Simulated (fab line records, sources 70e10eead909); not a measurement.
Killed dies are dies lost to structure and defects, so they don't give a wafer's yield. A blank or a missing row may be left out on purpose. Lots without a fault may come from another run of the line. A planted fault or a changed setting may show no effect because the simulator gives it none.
Which tool did it? | flow nand_harc | 13 lots, 39 wafers sampled, at 5 steps of a route of 1302

WHAT THE GAUGES READ, wafer by wafer
NHARC_A_BONDPAD_CD_MEAS_13.
lot  | measured     | on        | cd_nm (nm)
L168 | day 23 07:59 | cd_sem-01 | 497.8 496.9 498.7
L169 | day 23 11:02 | cd_sem-02 | 496.6 499.0 497.7
L171 | day 24 03:50 | cd_sem-02 | 502.2 498.5 496.7
L172 | day 24 05:41 | cd_sem-03 | 501.4 505.1 501.4
L176 | day 25 21:59 | cd_sem-02 | 499.8 498.5 497.6
L178 | day 27 06:46 | cd_sem-03 | 498.3 502.0 500.1
L182 | day 29 06:18 | cd_sem-03 | 499.0 496.9 498.2
L181 | day 29 11:29 | cd_sem-02 | 499.5 498.2 498.7
L184 | day 30 02:28 | cd_sem-02 | 499.9 496.8 499.3
L187 | day 30 14:53 | cd_sem-01 | 497.4 500.5 497.2
L189 | day 32 06:46 | cd_sem-02 | 500.8 502.5 500.8
L191 | day 32 21:19 | cd_sem-02 | 500.6 496.3 501.4
L190 | day 33 13:48 | cd_sem-02 | 501.0 499.1 496.0

NHARC_THIN_TSV_THK_MEAS_02: measures by ir.
lot  | measured     | on            | thk_nm (nm)
L168 | day 23 23:40 | film_metro-01 | 2749 2764 2880
L169 | day 24 00:52 | film_metro-01 | 3126 3510 3106
L171 | day 24 17:02 | film_metro-01 | 2563 2465 2768
L172 | day 24 18:15 | film_metro-01 | 3012 3049 3156
L176 | day 26 13:34 | film_metro-01 | 3093 3294 3096
L178 | day 27 19:56 | film_metro-01 | 2729 2574 2604
L181 | day 30 03:35 | film_metro-01 | 2787 2958 2912
L187 | day 31 03:46 | film_metro-01 | 2974 3297 2750
L189 | day 32 22:17 | film_metro-01 | 3026 2957 2960
L191 | day 33 10:46 | film_metro-01 | 2743 2874 2553
L190 | day 34 05:29 | film_metro-02 | 2368 2378 3081

NHARC_END_SORT_01.
lot  | measured     | on        | defect_limited_yield (%) | killed_at_array | killed_at_other | killed_at_periphery | killed_dies | killed_open | killed_short | sort_bin_2_pct (%) | sort_bin_3_pct (%) | sort_bin_4_pct (%) | sort_n_pass | sort_rim_yield_pct (%) | sort_yield_pct (%)
L171 | day 25 10:13 | prober-02 | 90.4 90.1 91.6           | 60 64 55        | 2 2 2           | 3 1 0               | 65 67 57    | 4 2 1       | 3 2 2        | 3.2 3.0 3.1        | 0.6 1.2 0.4        | 5.8 5.8 4.9        | 612 610 620 | 92 99 92               | 90.4 90.1 91.6
L172 | day 25 09:26 | prober-01 | 96.6 96.0 96.5           | 18 26 21        | 3 0 1           | 2 1 2               | 23 27 24    | 4 9 10      | 2 2 1        | 0.9 1.5 1.5        | 0.1 0.1 0.4        | 2.4 2.4 1.6        | 654 650 653 | 95 96 93               | 96.6 96.0 96.5
L182 | day 30 12:57 | prober-02 | 0 0 0                    | 665 662 670     | 2 1 0           | 10 14 7             | 677 677 677 | 1 5 1       | 5 3 3        | 92.9 92.8 93.4     | 0.4 0.9 0.3        | 6.6 6.4 6.4        | 0 0 0       | 0 0 0                  | 0 0 0
L181 | day 30 21:21 | prober-01 | 89.2 91.9 88.9           | 65 45 62        | 3 2 0           | 5 8 13              | 73 55 75    | 4 2 5       | 4 0 4        | 3.4 2.5 3.1        | 0.7 0.4 0.7        | 6.6 5.2 7.2        | 604 622 602 | 92 96 94               | 89.2 91.9 88.9
L184 | day 31 10:37 | prober-01 | 0 0 0                    | 667 670 672     | 2 1 0           | 8 6 5               | 677 677 677 | 5 6 2       | 6 3 4        | 94.1 92.5 93.9     | 1.3 1.0 0.4        | 4.6 6.5 5.6        | 0 0 0       | 0 0 0                  | 0 0 0
L187 | day 31 20:42 | prober-02 | 91.3 89.7 94.5           | 51 66 33        | 3 4 3           | 5 0 1               | 59 70 37    | 6 1 3       | 7 3 4        | 2.5 3.2 2.1        | 0.4 0.6 0.6        | 5.8 6.5 2.8        | 618 607 640 | 93 96 89               | 91.3 89.7 94.5
L189 | day 33 15:25 | prober-01 | 93.4 95.4 90.3           | 39 27 62        | 1 1 3           | 5 3 1               | 45 31 66    | 7 6 4       | 4 1 3        | 2.2 1.8 4.0        | 0.7 0 0.9          | 3.7 2.8 4.9        | 632 646 611 | 89 90 95               | 93.4 95.4 90.3

WHICH TOOL RAN EACH LOT (tool, then ch and the chambers of the sampled wafers, then the start)
lot  | NHARC_A_BONDPAD_PVD_27       | NHARC_THIN_TSV_STRIP_62
L168 | pvd_sputter-03, day 23 08:53 | plasma_asher-01 ch 0,1, day 24 03:19
L169 | pvd_sputter-02, day 23 11:55 | plasma_asher-02 ch 0,1, day 24 04:35
L171 | pvd_sputter-02, day 24 04:41 | plasma_asher-02 ch 1, day 24 20:44
L172 | pvd_sputter-03, day 24 06:33 | plasma_asher-01 ch 0,1, day 24 21:58
L176 | pvd_sputter-03, day 25 22:53 | plasma_asher-01 ch 0,1, day 26 17:35
L178 | pvd_sputter-01, day 27 07:37 | plasma_asher-02 ch 0, day 27 23:31
L182 | pvd_sputter-02, day 29 07:10 | -
L181 | pvd_sputter-01, day 29 12:21 | plasma_asher-02 ch 0,1, day 30 07:26
L184 | pvd_sputter-02, day 30 03:19 | -
L187 | pvd_sputter-01, day 30 15:46 | plasma_asher-02 ch 0,1, day 31 07:25
L189 | pvd_sputter-03, day 32 07:37 | plasma_asher-02 ch 0,1, day 33 02:11
L191 | pvd_sputter-02, day 32 22:10 | plasma_asher-01 ch 0,1, day 33 14:30
L190 | pvd_sputter-01, day 33 14:38 | plasma_asher-02 ch 0,1, day 34 09:19
- NHARC_A_BONDPAD_PVD_27: deposits Cu, target thk 30 nm, time 20.49 s.
- NHARC_THIN_TSV_STRIP_62: strips in N2/H2, time 20 s.

WHAT THE TOOLS THEMSELVES READ (means of the sampled wafers that have a number; where no wafer has one, the mark that the record gives instead)
NHARC_A_BONDPAD_PVD_27.
lot  | tool           | throttle_valve_pct (%)
L168 | pvd_sputter-03 | 30.7
L169 | pvd_sputter-02 | 30.2
L171 | pvd_sputter-02 | 31.1
L172 | pvd_sputter-03 | 29.9
L176 | pvd_sputter-03 | 30.5
L178 | pvd_sputter-01 | 28.5
L182 | pvd_sputter-02 | 30.7
L181 | pvd_sputter-01 | 28.5
L184 | pvd_sputter-02 | 31.3
L187 | pvd_sputter-01 | 28.8
L189 | pvd_sputter-03 | 30.5
L191 | pvd_sputter-02 | 30.6
L190 | pvd_sputter-01 | 29.0

NHARC_THIN_TSV_STRIP_62.
lot  | tool            | drypump_motor_current_A (A) | heater_power_w (W)
L168 | plasma_asher-01 | 6.1                         | 356
L169 | plasma_asher-02 | 5.1                         | 382
L171 | plasma_asher-02 | 4.8                         | 369
L172 | plasma_asher-01 | 6.2                         | 351
L176 | plasma_asher-01 | 6.1                         | 353
L178 | plasma_asher-02 | 5.2                         | 416
L181 | plasma_asher-02 | 5.1                         | 391
L187 | plasma_asher-02 | 4.9                         | 376
L189 | plasma_asher-02 | 5.1                         | 395
L191 | plasma_asher-01 | 6.1                         | 361
L190 | plasma_asher-02 | 4.9                         | 380

THE ANSWER, worked out from the rows above alone
Rule: what is usual is taken from the lots themselves. Put in order of their means at a reading, lots are off if they are a third of the lots or fewer, leave a main group of 4 or more, and stand apart from it by a gap of 3 or more times the standard deviation of the main group's means; of several such gaps the widest counts. A main group whose means are all the same, to the digits that the tables above print for the reading, isn't used. A lot without any number at a reading at which 4 lots or more have one is off too. The other lots that the step has rows for count as sound. The gauges are gone through in route order, then the tools' own readings, and for those a lot's mean is taken as printed above. The first step at which some lot is off is used, and at that step the reading that is off furthest; a lot without a number counts as furthest.
Off: L182, L184, at NHARC_END_SORT_01 (sort_bin_2_pct). The main group: mean 2.5 %, standard deviation 0.65. Neither off nor sound, because the step has no rows for them: L168, L169, L176, L178, L191, L190.
A tool fits if, at a process step before that reading, it ran every lot that is off, and no sound lot after the first of them. The gauges at NHARC_END_SORT_01 are tried like those tools. One fits: pvd_sputter-02 at NHARC_A_BONDPAD_PVD_27. Its last sound lot is L171 (day 24 04:41), its first lot that is off L182 (day 29 07:10): a fault that began between those two fits.

WHAT THE SIMULATOR HAD PUT IN
Process parameter drift: pvd_sputter-02, from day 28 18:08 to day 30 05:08, at NHARC_A_BONDPAD_PVD_27. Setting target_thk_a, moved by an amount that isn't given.
Lots struck among those shown: L182, L184. The rule above found the same.
